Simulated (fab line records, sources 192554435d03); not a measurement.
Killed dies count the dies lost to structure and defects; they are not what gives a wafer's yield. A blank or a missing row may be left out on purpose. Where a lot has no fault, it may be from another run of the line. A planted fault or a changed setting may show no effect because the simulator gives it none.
fab line records ; flow n5Finfet
[record] lots = 7; wafers = 19; lastDay = 19
route steps=1938 shown MOL_CONTACT_COAG@532 PASSIVATION@1936
lots with no fault: from the same line, run without faults
startH: hours from the record's opening day to when the first of the lot's shown wafers began ; waitH: time in hours since the lot's previous step ; " repeats the value in the row above ; L1.1+2: a row that stands for several wafers ; - no value, or no start was given ; * or withheld: withheld ; < > ~ a bound
route shown NAME@n: names a module that has steps shown in the file, with the first one's number in the route ; usual: the fault-free wafers' mean and standard deviation ; same: alike in all rows ; chamber/n: place in a boat ; sites: readings site by site ; _std_site: the standard deviation of these ; _edge_site: outer sites' mean less inner sites' ; radiusMm: for every site, how far away it sits from the centre of the wafer ; mask NAME#n: copy n ; behind: tool/chamber where the wafer was last shaped ; hold: what put the lot on hold/how long, in hours/how the hold closed ; device: transistor that didn't switch, given as n, p or np ; end of line: tests of these same wafers at the route's end ; a step given without rows: its recipe and nothing more ; killed: count of dies lost to structure and defects at first sort (not the wafer's yield) ; map: the dies of a wafer, with x for killed, . for not killed, _ for no die there
set.NAME: the setting as run; set.NAME@STEP: as run at that earlier step ; model.NAME: the simulator's own value behind a step, which no gauge read
lots seen at some steps along the route; tables by step, rows by wafer
services: from which hour (startH, from the record's first day; less than 0 if before it) a tool's chamber was out of use, for how many hours, and why
[[steps]]
[step N5_MOL_CONTACT_COAG_ETCH_106]
[recipe] chemistry = N2/H2; target = SOC; targetDepthA = 800; overetchA = 160; maskMaterial = SiARC; tempC = 40; timeS = 120; ionEnergyEv = 200; pressureMtorr = 30; sourceW = 840; biasW = 150; n2FlowSccm = 200; h2FlowSccm = 200
[usual] drypumpMotorCurrentA = 5.9/0.43; oesProductAu = 0.70/0.061; rfVppV = 524.2/2; showerheadPlenumPTorr = 2.55/0.07; throttleValvePct = 17.79/0.22
[same] timeS = 120
lot.wafer;tool;chamber;startH;waitH;drypumpMotorCurrentA;oesProductAu;rfHoursCounterH;rfVppV;showerheadPlenumPTorr;throttleValvePct
L546.2;rieDiel-03;0;101.29;0.0;6.1;0.66;144;524.8;2.51;17.88
L546.4;rieDiel-03;3;101.29;0.0;6.3;0.79;-;522.8;2.48;17.34
L546.6;rieDiel-03;2;101.29;0.0;5.4;0.67;-;523.9;2.56;17.71
L550.1;rieDiel-01;0;120.92;0.0;6.5;0.71;121;527.9;2.65;17.91
L550.2;rieDiel-01;3;120.92;0.0;6.1;0.65;207;523.7;2.52;18.19
L553.1;rieDiel-03;2;142.77;0.0;5.4;0.66;167;524.5;2.56;17.77
L553.4;rieDiel-03;0;142.77;0.0;6.1;0.64;162;523.3;2.50;17.92
L555.2;rieDiel-06;0;159.58;0.0;5.7;0.71;113;527.9;2.65;17.63
L555.4;rieDiel-06;1;159.58;0.0;6.5;0.63;231;526.2;2.62;18.18
L555.5;rieDiel-06;0;159.58;0.0;5.7;0.71;-;526.8;2.65;17.62
L559.1;rieDiel-01;3;178.29;0.0;6.1;0.64;225;522.8;2.51;18.21
L559.4;rieDiel-01;0;178.29;0.0;6.5;0.70;142;528.0;2.65;17.94
L559.5;rieDiel-01;2;178.29;0.0;6.2;0.80;-;524.2;2.59;17.82
L566.2;rieDiel-06;2;213.78;0.0;5.4;0.66;203;523.8;2.53;17.82
L566.5;rieDiel-06;2;213.78;0.0;5.4;0.66;-;523.2;2.53;17.81
L566.6;rieDiel-06;3;213.78;0.0;5.3;0.76;-;526.3;2.58;17.71
L567.1;rieDiel-01;1;223.50;0.0;6.0;0.63;186;520.1;2.40;17.62
L567.2;rieDiel-01;0;223.50;0.0;6.5;0.69;157;526.1;2.64;17.96
L567.6;rieDiel-01;3;223.50;0.0;6.1;0.62;-;524.0;2.50;18.23
[step N5_MOL_CONTACT_COAG_STRIP_107]
[recipe] chemistry = N2/H2; tempC = 40; n2FlowSccm = 200; h2FlowSccm = 200; rfFrequencyHz = 6e+07
[step N5_MOL_CONTACT_COAG_STRIP_108]
[recipe] chemistry = N2/H2; tempC = 40; n2FlowSccm = 200; h2FlowSccm = 200; rfFrequencyHz = 6e+07
[step N5_MOL_CONTACT_COAG_CONTACT_ETCH_14]
[recipe] chemistry = C4F6/O2; target = SiO2; targetDepthA = 275; overetchA = 85; maskMaterial = SOC; pressureMtorr = 30; sourceW = 370; biasW = 185; Ar_flow_sccm = 300; C4F6_flow_sccm = 16; O2_flow_sccm = 10; timeS = 20; ionEnergyEv = 259.6
[usual] O2_flow_sccm = 10.001/0.03; drypumpMotorCurrentA = 5.9/0.43; oesProductAu = 0.67/0.058; rfVppV = 693.1/2.5; showerheadPlenumPTorr = 2.90/0.074; throttleValvePct = 21.32/0.27
[same] timeS = 20
lot.wafer;tool;chamber;startH;waitH;O2_flow_sccm;drypumpMotorCurrentA;oesProductAu;rfHoursCounterH;rfVppV;showerheadPlenumPTorr;throttleValvePct
L546.2;rieDiel-03;0;101.39;0.0;9.993;6.1;0.62;144;693.0;2.91;21.69
L546.4;rieDiel-03;3;101.39;0.0;9.928;6.3;0.74;-;691.9;2.81;20.81
L546.6;rieDiel-03;2;101.39;0.0;10.032;5.4;0.64;-;692.1;2.86;20.95
L550.1;rieDiel-01;0;121.03;0.0;10.013;6.5;0.68;121;697.9;2.99;21.29
L550.2;rieDiel-01;3;121.03;0.0;9.958;6.1;0.61;207;691.7;2.85;21.59
L553.1;rieDiel-03;2;142.87;0.0;10.010;5.4;0.62;167;691.8;2.85;20.97
L553.4;rieDiel-03;0;142.87;0.0;10.022;6.1;0.62;162;692.5;2.90;21.71
L555.2;rieDiel-06;0;159.68;0.0;10.060;5.7;0.67;113;696.5;3.02;21.31
L555.4;rieDiel-06;1;159.68;0.0;10.000;6.5;0.60;231;696.1;2.96;21.58
L555.5;rieDiel-06;0;159.68;0.0;10.038;5.7;0.67;-;696.3;3.02;21.31
L559.1;rieDiel-01;3;178.39;0.0;10.029;6.1;0.61;225;691.0;2.84;21.63
L559.4;rieDiel-01;0;178.39;0.0;10.016;6.4;0.67;142;696.9;2.98;21.29
L559.5;rieDiel-01;2;178.39;0.0;9.973;6.2;0.77;-;694.8;2.94;21.40
L566.2;rieDiel-06;2;213.88;0.0;9.936;5.4;0.63;203;692.2;2.85;21.14
L566.5;rieDiel-06;2;213.88;0.0;10.030;5.4;0.63;-;690.9;2.85;21.14
L566.6;rieDiel-06;3;213.88;0.0;10.023;5.3;0.71;-;693.7;2.96;21.47
L567.1;rieDiel-01;1;223.60;0.0;9.992;6.0;0.60;186;687.6;2.77;21.40
L567.2;rieDiel-01;0;223.60;0.0;10.013;6.5;0.65;157;696.0;2.97;21.32
L567.6;rieDiel-01;3;223.60;0.0;10.020;6.1;0.60;-;692.7;2.84;21.65
[step N5_MOL_CONTACT_COAG_STRIP_109]
[recipe] chemistry = C4F6/O2; resist = SiARC; rfFrequencyHz = 6e+07
[step N5_MOL_CONTACT_COAG_ETCH_15]
[recipe] chemistry = CH3F/O2; target = SiNx; targetDepthA = 70; maskMaterial = SOC; stopOn = Si:P; overEtchFrac = 0.75; ionEnergyEv = 120; pressureMtorr = 30; sourceW = 395; biasW = 73; Ar_flow_sccm = 150; CH3F_flow_sccm = 30; O2_flow_sccm = 20
[usual] CH3F_flow_sccm = 29.99/0.1; O2_flow_sccm = 19.99/0.06; drypumpMotorCurrentA = 5.9/0.43; oesProductAu = 0.57/0.051; rfVppV = 295/7.6; showerheadPlenumPTorr = 2.01/0.055; throttleValvePct = 16.37/0.25
lot.wafer;tool;chamber;startH;waitH;CH3F_flow_sccm;O2_flow_sccm;drypumpMotorCurrentA;oesProductAu;rfHoursCounterH;rfVppV;showerheadPlenumPTorr;throttleValvePct
L546.2;rieDiel-03;0;101.42;0.0;30.02;19.95;6.1;0.53;144;280;2.03;16.73
L546.4;rieDiel-03;3;101.42;0.0;30.00;19.98;6.3;0.64;-;296;1.95;15.84
L546.6;rieDiel-03;2;101.42;0.0;29.96;19.91;5.4;0.55;-;302;1.98;16.06
L550.1;rieDiel-01;0;121.06;0.0;29.85;20.05;6.5;0.58;121;299;2.08;16.35
L550.2;rieDiel-01;3;121.06;0.0;30.00;19.90;6.1;0.53;207;305;1.98;16.67
L553.1;rieDiel-03;2;142.90;0.0;29.82;19.91;5.4;0.54;167;301;1.98;16.07
L553.4;rieDiel-03;0;142.90;0.0;30.08;20.00;6.1;0.53;162;281;2.02;16.75
L555.2;rieDiel-06;0;159.72;0.0;30.11;20.00;5.7;0.58;113;283;2.11;16.38
L555.4;rieDiel-06;1;159.72;0.0;29.98;19.87;6.5;0.52;231;304;2.06;16.67
L555.5;rieDiel-06;0;159.72;0.0;30.13;20.06;5.7;0.57;-;284;2.11;16.38
L559.1;rieDiel-01;3;178.43;0.0;29.91;20.05;6.1;0.52;225;306;1.97;16.68
L559.4;rieDiel-01;0;178.43;0.0;30.11;20.01;6.4;0.57;142;300;2.08;16.40
L559.5;rieDiel-01;2;178.43;0.0;29.96;19.86;6.3;0.66;-;296;2.04;16.37
L566.2;rieDiel-06;2;213.92;0.0;29.97;19.91;5.4;0.53;203;286;1.98;16.28
L566.5;rieDiel-06;2;213.92;0.0;30.06;19.90;5.4;0.54;-;288;1.98;16.29
L566.6;rieDiel-06;3;213.92;0.0;29.97;19.98;5.3;0.61;-;298;2.06;16.40
L567.1;rieDiel-01;1;223.64;0.0;29.91;19.89;5.9;0.52;186;298;1.92;16.45
L567.2;rieDiel-01;0;223.64;0.0;29.95;20.02;6.5;0.56;157;300;2.07;16.42
L567.6;rieDiel-01;3;223.64;0.0;29.99;20.06;6.1;0.51;-;306;1.97;16.73
[step N5_MOL_CONTACT_COAG_ETCH_110]
[recipe] chemistry = CF4/O2; target = Si; targetDepthA = 25; timeS = 8; pressureMtorr = 100; sourceW = 200; biasW = 12; ionEnergyEv = 60; Ar_flow_sccm = 100; cf4FlowSccm = 100; O2_flow_sccm = 10
[usual] O2_flow_sccm = 10.00/0.03; drypumpMotorCurrentA = 5.9/0.43; oesProductAu = 0.77/0.07; rfVppV = 127/3.9; showerheadPlenumPTorr = 2.24/0.058; throttleValvePct = 10.78/0.23
[same] timeS = 8
lot.wafer;tool;chamber;startH;waitH;O2_flow_sccm;drypumpMotorCurrentA;oesProductAu;rfHoursCounterH;rfVppV;showerheadPlenumPTorr;throttleValvePct
L546.2;rieDiel-03;0;101.48;0.0;10.04;6.1;0.75;144;119;2.23;11.01
L546.4;rieDiel-03;3;101.48;0.0;10.01;6.3;0.87;-;128;2.18;10.32
L546.6;rieDiel-03;2;101.48;0.0;10.04;5.4;0.74;-;130;2.22;10.57
L550.1;rieDiel-01;0;121.12;0.0;9.96;6.4;0.76;121;131;2.32;10.80
L550.2;rieDiel-01;3;121.12;0.0;9.94;6.1;0.76;207;129;2.20;11.07
L553.1;rieDiel-03;2;142.96;0.0;9.98;5.4;0.72;167;130;2.21;10.61
L553.4;rieDiel-03;0;142.96;0.0;9.99;6.1;0.73;162;117;2.23;11.06
L555.2;rieDiel-06;0;159.78;0.0;9.99;5.7;0.81;113;122;2.34;10.80
L555.4;rieDiel-06;1;159.78;0.0;9.97;6.5;0.69;231;131;2.28;11.12
L555.5;rieDiel-06;0;159.78;0.0;10.03;5.7;0.79;-;122;2.34;10.80
L559.1;rieDiel-01;3;178.49;0.0;9.98;6.1;0.74;225;131;2.19;11.14
L559.4;rieDiel-01;0;178.49;0.0;10.00;6.5;0.76;142;129;2.32;10.87
L559.5;rieDiel-01;2;178.49;0.0;10.04;6.2;0.91;-;128;2.27;10.63
L566.2;rieDiel-06;2;213.98;0.0;10.02;5.4;0.71;203;124;2.20;10.84
L566.5;rieDiel-06;2;213.98;0.0;9.99;5.3;0.71;-;124;2.20;10.87
L566.6;rieDiel-06;3;213.98;0.0;9.99;5.3;0.82;-;129;2.27;10.61
L567.1;rieDiel-01;1;223.70;0.0;10.01;5.9;0.69;186;128;2.12;10.89
L567.2;rieDiel-01;0;223.70;0.0;10.04;6.5;0.74;157;130;2.31;10.90
L567.6;rieDiel-01;3;223.70;0.0;9.98;6.1;0.73;-;130;2.19;11.19
[step N5_MOL_CONTACT_COAG_STRIP_98]
[recipe] chemistry = N2/H2; powerW = 500; tempC = 40; pressureMtorr = 50; rfFrequencyHz = 6e+07; overashFraction = 0.3; biasPowerW = 8; h2Frac = 0.5; n2FlowSccm = 300; h2FlowSccm = 300
[usual] drypumpMotorCurrentA = 5.9/0.43; oesProductAu = 0.79/0.074; rfVppV = 54.1/1.5; showerheadPlenumPTorr = 3.37/0.089; throttleValvePct = 18.80/0.28
lot.wafer;tool;chamber;startH;waitH;drypumpMotorCurrentA;oesProductAu;rfHoursCounterH;rfVppV;showerheadPlenumPTorr;throttleValvePct
L546.2;rieDiel-03;0;101.53;0.0;6.1;0.74;144;53.6;3.32;18.90
L546.4;rieDiel-03;3;101.53;0.0;6.3;0.90;-;55.7;3.27;18.43
L546.6;rieDiel-03;2;101.53;0.0;5.4;0.75;-;54.6;3.38;18.83
L550.1;rieDiel-01;0;121.17;0.0;6.5;0.79;121;56.2;3.50;19.08
L550.2;rieDiel-01;3;121.17;0.0;6.1;0.73;207;52.6;3.33;19.21
L553.1;rieDiel-03;2;143.01;0.0;5.4;0.74;167;52.4;3.38;18.84
L553.4;rieDiel-03;0;143.01;0.0;6.1;0.73;162;51.6;3.31;18.87
L555.2;rieDiel-06;0;159.83;0.0;5.7;0.81;113;56.3;3.49;18.41
L555.4;rieDiel-06;1;159.83;0.0;6.5;0.71;231;53.1;3.46;19.41
L555.5;rieDiel-06;0;159.83;0.0;5.7;0.81;-;53.3;3.49;18.37
L559.1;rieDiel-01;3;178.54;0.0;6.1;0.71;225;53.5;3.32;19.25
L559.4;rieDiel-01;0;178.54;0.0;6.5;0.78;142;55.3;3.49;19.12
L559.5;rieDiel-01;2;178.54;0.0;6.3;0.93;-;52.4;3.42;18.73
L566.2;rieDiel-06;2;214.03;0.0;5.4;0.72;203;54.5;3.34;18.76
L566.5;rieDiel-06;2;214.03;0.0;5.4;0.74;-;52.5;3.34;18.78
L566.6;rieDiel-06;3;214.03;0.0;5.3;0.83;-;52.1;3.40;18.75
L567.1;rieDiel-01;1;223.75;0.0;6.0;0.70;186;53.3;3.18;18.59
L567.2;rieDiel-01;0;223.75;0.0;6.5;0.76;157;53.9;3.48;19.15
L567.6;rieDiel-01;3;223.75;0.0;6.1;0.69;-;55.2;3.31;19.28
[step N5_MOL_CONTACT_COAG_CD_MEAS_99]
[recipe] targetCdNm = 17.2; polarity = opening
[usual] cdNm = 17.0/0.38
lot.wafer;tool;chamber;startH;waitH;cdNm
L546.2;cdSem-01;-;101.60;-;17.2
L546.4;cdSem-01;-;101.60;-;17.5
L546.6;cdSem-01;-;101.60;-;17.0
L550.1;cdSem-01;-;121.24;-;16.7
L550.2;cdSem-01;-;121.24;-;17.3
L553.1;cdSem-03;-;143.08;-;16.5
L553.4;cdSem-03;-;143.08;-;16.6
L555.2;cdSem-03;-;159.90;-;16.8
L555.4;cdSem-03;-;159.90;-;16.9
L555.5;cdSem-03;-;159.90;-;17.1
L559.1;cdSem-01;-;178.61;-;17.1
L559.4;cdSem-01;-;178.61;-;16.8
L559.5;cdSem-01;-;178.61;-;17.0
L566.2;cdSem-03;-;214.10;-;17.3
L566.5;cdSem-03;-;214.10;-;17.4
L566.6;cdSem-03;-;214.10;-;17.6
L567.1;cdSem-01;-;223.82;-;17.6
L567.2;cdSem-01;-;223.82;-;17.0
L567.6;cdSem-01;-;223.82;-;17.4
[step N5_MOL_CONTACT_COAG_IMPLANT_129]
[recipe] species = Ge; energyKev = 3; doseCm2 = 6e+14; tiltDeg = 0; rotationDeg = 0
[step N5_MOL_CONTACT_COAG_PRECLEAN_111]
[recipe] chemistry = NF3:NH3; afsCycles = 1; tempC = 30; timeS = 20; sublimationTempC = 180; sublimationTimeS = 60; pressureTorr = 3; rfPowerW = 30
[step N5_MOL_CONTACT_COAG_TI_SIL_19]
[recipe] material = Ti; targetThkA = 42; tempC = 200; chamberPressurePa = 5; powerW = 5000; timeS = 15
[step N5_MOL_CONTACT_COAG_ALD_20]
[recipe] material = TiN; targetThkA = 15; tempC = 400; aldPrecursorFamily = TiCl4; aldCoReactant = NH3; pulseTimeS = 1; purgeTimeS = 3; coReactantPurgeTimeS = 2; coReactantPulseTimeS = 2; aldCycles = 68; pressureTorr = 3
[usual] aldCycles = 68/0; heaterPowerW = 921/110; precursorPulseHeightRel = 0.997/0.018
lot.wafer;tool;chamber;startH;waitH;aldCycles;heaterPowerW;precursorPulseHeightRel
L546.2;aldMetal-02;1;102.64;0.1;68;1161;1.010
L546.4;aldMetal-02;0;102.64;0.1;68;1033;0.973
L546.6;aldMetal-02;3;102.64;0.1;68;816;0.979
L550.1;aldMetal-02;2;121.81;0.1;52;858;0.995
L550.2;aldMetal-02;1;121.81;0.1;68;1119;0.970
L553.1;aldMetal-02;2;143.98;0.1;52;882;1.006
L553.4;aldMetal-02;1;143.98;0.1;52;1163;0.989
L555.2;aldMetal-02;3;161.34;0.1;68;804;0.977
L555.4;aldMetal-02;2;161.34;0.1;52;882;1.015
L555.5;aldMetal-02;0;161.34;0.1;68;1020;0.966
L559.1;aldMetal-04;3;179.24;0.1;68;887;0.994
L559.4;aldMetal-04;1;179.24;0.1;68;912;1.020
L559.5;aldMetal-04;3;179.24;0.1;68;887;0.997
L566.2;aldMetal-01;2;214.81;0.1;68;898;0.985
L566.5;aldMetal-01;2;214.81;0.1;68;939;0.998
L566.6;aldMetal-01;3;214.81;0.1;68;842;0.985
L567.1;aldMetal-01;2;225.22;0.1;68;931;0.980
L567.2;aldMetal-01;1;225.22;0.1;68;915;0.984
L567.6;aldMetal-01;1;225.22;0.1;68;908;1.003
[step N5_MOL_CONTACT_COAG_SIL_ANNEAL_21]
[recipe] tempC = 550; timeS = 60; ambient = N2
[step N5_PASSIVATION_PROBE_49]
[usual] killed_at_M0_to_M3 = 33/11; killed_at_M4_up = 13/5.2; killedAtContacts = 11/5.7; killedAtFrontEnd = 39/11; killedAtOther = 4/3; killedDies = 101/20; killedOpen = 66/15; killedShort = 33/8.4
[same] grossDies = 1180; killedAtBackSide = 0
lot.wafer;tool;chamber;startH;waitH;killed_at_M0_to_M3;killed_at_M4_up;killedAtContacts;killedAtFrontEnd;killedAtOther;killedDies;killedOpen;killedShort
L553.1;prober-02;-;331.72;0.0;27;8;11;28;3;77;52;24
L553.4;prober-02;-;331.87;0.2;19;12;8;25;4;68;47;20
L555.2;prober-01;-;337.37;0.1;27;14;14;27;2;84;67;17
L555.4;prober-01;-;337.47;0.2;30;16;7;34;2;89;56;29
L555.5;prober-01;-;337.52;0.2;28;17;7;20;3;75;49;24
L566.6;prober-02;-;410.85;0.3;30;4;34;45;4;117;75;40
L567.1;prober-02;-;447.81;0.0;24;15;11;39;6;95;56;34
L567.2;prober-02;-;447.86;0.1;30;15;13;27;2;87;52;32
L567.6;prober-02;-;448.06;0.3;21;16;3;40;15;95;61;32
// killed by level:class
L553.1 MOL_CONTACT_COAG:geometricParticle:open=10 BEOL_M3:geometricParticle:open=7 STARTING-WAFER:geometricParticle:open=7 BEOL_M3:geometricParticle:short=6 FIN_SAQP:geometricParticle:open=5 BEOL_M0_SAQP:geometricParticle:short=5 BEOL_M2:geometricParticle:open=5 STI_FIN_REVEAL:geometricParticle:open=3
L553.4 MOL_CONTACT_COAG:geometricParticle:open=8 FIN_SAQP:geometricParticle:short=7 BEOL_M3:geometricParticle:open=6 BEOL_M1:geometricParticle:open=5 STI_FIN_REVEAL:geometricParticle:open=4 DUMMY_GATE:geometricParticle:open=3 BEOL_M3:geometricParticle:short=3 BEOL_M4:geometricParticle:short=3
L555.2 MOL_CONTACT_COAG:geometricParticle:open=14 FIN_SAQP:geometricParticle:open=11 BEOL_M0_SAQP:geometricParticle:open=7 BEOL_M2:geometricParticle:open=7 BEOL_M1:geometricParticle:open=5 BEOL_M4:geometricParticle:open=5 STARTING-WAFER:geometricParticle:open=4 BEOL_M0_SAQP:geometricParticle:short=3
L555.4 BEOL_M2:geometricParticle:open=9 BEOL_M0_SAQP:geometricParticle:short=8 FIN_SAQP:geometricParticle:open=6 STI_FIN_REVEAL:geometricParticle:open=5 BEOL_M0_SAQP:geometricParticle:open=5 MOL_CONTACT_COAG:geometricParticle:open=5 GATE_CUT:geometricParticle:short=4 GATE_CUT:geometricParticle:open=4
L555.5 BEOL_M0_SAQP:geometricParticle:open=6 BEOL_M2:geometricParticle:open=6 BEOL_M4:geometricParticle:open=6 BEOL_M3:geometricParticle:open=5 STI_FIN_REVEAL:geometricParticle:open=4 MOL_CONTACT_COAG:geometricParticle:open=4 BEOL_M0_SAQP:geometricParticle:short=4 MOL_CONTACT_COAG:geometricParticle:short=3
L566.6 MOL_CONTACT_COAG:geometricParticle:open=26 STI_FIN_REVEAL:geometricParticle:open=16 BEOL_M0_SAQP:geometricParticle:short=10 BEOL_M0_SAQP:geometricParticle:open=9 MOL_CONTACT_COAG:geometricParticle:short=8 DUMMY_GATE:geometricParticle:open=6 FIN_SAQP:geometricParticle:short=4 BEOL_M1:geometricParticle:open=4
L567.1 FIN_SAQP:geometricParticle:open=10 MOL_CONTACT_COAG:geometricParticle:open=10 FIN_SAQP:geometricParticle:short=9 STI_FIN_REVEAL:geometricParticle:open=7 BEOL_M3:geometricParticle:short=5 BEOL_M4:geometricParticle:open=5 BEOL_M2:geometricParticle:open=4 BEOL_M3:geometricParticle:open=4
L567.2 MOL_CONTACT_COAG:geometricParticle:open=10 FIN_SAQP:geometricParticle:open=6 STI_FIN_REVEAL:geometricParticle:open=6 BEOL_M0:geometricParticle:short=6 BEOL_M1:geometricParticle:short=6 BEOL_M3:geometricParticle:open=6 BEOL_M0:geometricParticle:open=5 BEOL_M4:geometricParticle:open=5
L567.6 FIN_SAQP:geometricParticle:open=11 STI_FIN_REVEAL:geometricParticle:open=8 GATE_CUT:geometricParticle:short=6 BEOL_M3:geometricParticle:open=6 BEOL_M4:geometricParticle:open=5 FIN_SAQP:geometricParticle:short=4 BEOL_M2:geometricParticle:open=4 PASS1_CAP:geometricParticle:open=4
[[services]]
tool;chamber;startH;hours;kind
aldMetal-02;-;84.41;2.8;pm
aldMetal-04;0;89.24;36.0;repair
rieDiel-03;1;92.41;36.0;repair
aldMetal-01;-;139.30;1.3;repair
aldMetal-01;-;206.61;2.8;pm
rieDiel-06;1;220.53;-;clean
rieDiel-06;1;220.53;-;consumableReplace:focusRing
rieDiel-06;1;220.53;20.2;scheduledDown
rieDiel-06;1;220.53;20.2;ventCycle
rieDiel-03;-;222.26;2.8;pm
[[key]]
[firstSign] step = N5_MOL_CONTACT_COAG_ALD_20; reading = aldCycles; direction = down; sigmas = 99+; usual = *; struck = *
effect none on later readings
metAt N5_MOL_CONTACT_COAG_ALD_20
struckWafers L550.1,L553.1,L553.4,L555.4
testerLeftOut L550,L553,L555
onsetBetween 102.64 121.81
[fault] kind = processParameterDrift; tool = aldMetal-02; chamber = -; onsetH = 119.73; steps = N5_MOL_CONTACT_COAG_ALD_20; channel = aldCycles; offset = *; shape = step; endH = 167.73; scope = struckWafersOnly; actsIn = *; stated = *
// testerLeftOut: of these lots the tester's yield and bins aren't shown, on N5 and GAA mostly nor the transistor test; their killed dies are dies lost to structure and defects alone, not to doping, threshold or leakage, so they don't give the yield
